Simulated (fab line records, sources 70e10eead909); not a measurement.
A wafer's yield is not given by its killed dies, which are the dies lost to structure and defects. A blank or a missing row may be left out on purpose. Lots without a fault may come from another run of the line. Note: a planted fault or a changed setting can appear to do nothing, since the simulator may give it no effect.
Chamber matching || flow nand_harc || NHARC_A_BLC_STRIP_29 on rie_diel-11 has 4 sister chambers
The step strips in CF4. 8 wafers are shown with their chamber, then 12 later ones without.

## EACH WAFER AND ITS CHAMBER
{"wafer": "L091.4", "chamber": 0, "oes_product_au (a.u.)": 0.988, "cf4_flow_sccm (sccm)": 149.6}
{"wafer": "L091.6", "chamber": 3, "oes_product_au (a.u.)": 0.994, "cf4_flow_sccm (sccm)": 149.8}
{"wafer": "L090.1", "chamber": 0, "oes_product_au (a.u.)": 0.989, "cf4_flow_sccm (sccm)": 149.4}
{"wafer": "L090.3", "chamber": 1, "oes_product_au (a.u.)": 0.999, "cf4_flow_sccm (sccm)": 150.0}
{"wafer": "L090.6", "chamber": 3, "oes_product_au (a.u.)": 1.006, "cf4_flow_sccm (sccm)": 149.1}
{"wafer": "L092.3", "chamber": 2, "oes_product_au (a.u.)": 0.993, "cf4_flow_sccm (sccm)": 150.2}
{"wafer": "L092.4", "chamber": 1, "oes_product_au (a.u.)": 1.011, "cf4_flow_sccm (sccm)": 149.8}
{"wafer": "L092.6", "chamber": 2, "oes_product_au (a.u.)": 0.992, "cf4_flow_sccm (sccm)": 150.8}

## WAFERS WHOSE CHAMBER IS MISSING
{"wafer": "L093.2", "oes_product_au (a.u.)": 1.001, "cf4_flow_sccm (sccm)": 150.4}
{"wafer": "L093.3", "oes_product_au (a.u.)": 0.992, "cf4_flow_sccm (sccm)": 149.6}
{"wafer": "L093.4", "oes_product_au (a.u.)": 1.004, "cf4_flow_sccm (sccm)": 150.3}
{"wafer": "L094.1", "oes_product_au (a.u.)": 0.995, "cf4_flow_sccm (sccm)": 150.4}
{"wafer": "L094.2", "oes_product_au (a.u.)": 1.015, "cf4_flow_sccm (sccm)": 149.7}
{"wafer": "L094.5", "oes_product_au (a.u.)": 0.995, "cf4_flow_sccm (sccm)": 149.0}
{"wafer": "L096.1", "oes_product_au (a.u.)": 0.982, "cf4_flow_sccm (sccm)": 150.6}
{"wafer": "L096.2", "oes_product_au (a.u.)": 1.002, "cf4_flow_sccm (sccm)": 150.2}
{"wafer": "L096.6", "oes_product_au (a.u.)": 1.012, "cf4_flow_sccm (sccm)": 149.9}
{"wafer": "L097.3", "oes_product_au (a.u.)": 1.004, "cf4_flow_sccm (sccm)": 150.5}
{"wafer": "L097.4", "oes_product_au (a.u.)": 0.984, "cf4_flow_sccm (sccm)": 149.8}
{"wafer": "L097.6", "oes_product_au (a.u.)": 1.002, "cf4_flow_sccm (sccm)": 150.8}

## EACH ONE'S CHAMBER
{"wafer": "L093.2", "from the rows above": "can't be placed: 2 or 1 or 3 or 0", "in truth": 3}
{"wafer": "L093.3", "from the rows above": "can't be placed: 0 or 3 or 1 or 2", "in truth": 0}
{"wafer": "L093.4", "from the rows above": "can't be placed: 1 or 2 or 3", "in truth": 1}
{"wafer": "L094.1", "from the rows above": "can't be placed: 2 or 1", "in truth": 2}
{"wafer": "L094.2", "from the rows above": "can't be placed: 1 or 3", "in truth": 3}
{"wafer": "L094.5", "from the rows above": "can't be placed: 3 or 0 or 1", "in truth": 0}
{"wafer": "L096.1", "from the rows above": "can't be placed: 2 or 0", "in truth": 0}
{"wafer": "L096.2", "from the rows above": "can't be placed: 1 or 2 or 3", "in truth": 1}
{"wafer": "L096.6", "from the rows above": "can't be placed: 1 or 3", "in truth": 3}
{"wafer": "L097.3", "from the rows above": "can't be placed: 1 or 2 or 3", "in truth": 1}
{"wafer": "L097.4", "from the rows above": "can't be placed: 0 or 2 or 3", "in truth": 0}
{"wafer": "L097.6", "from the rows above": "can't be placed: 2 or 1", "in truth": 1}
Placed correctly: 0 of 12. Cannot be placed on the basis of these rows: 12; the candidates contain the true chamber in 12. Number placed wrongly: 0.
How it was worked out, from the rows above alone: a wafer's distance from a chamber is the root of the sum, over the readings, of the square of ((its reading less the chamber's mean) divided by the reading's scatter). If the next closest chamber is less than 2 further off than the closest, the wafer can't be placed; otherwise it belongs to the closest. Each chamber's mean is taken over the wafers shown for it. The scatter is the square root of a quotient: the sum, over the shown wafers, of each reading's squared deviation from its chamber's mean, divided by wafers minus chambers.
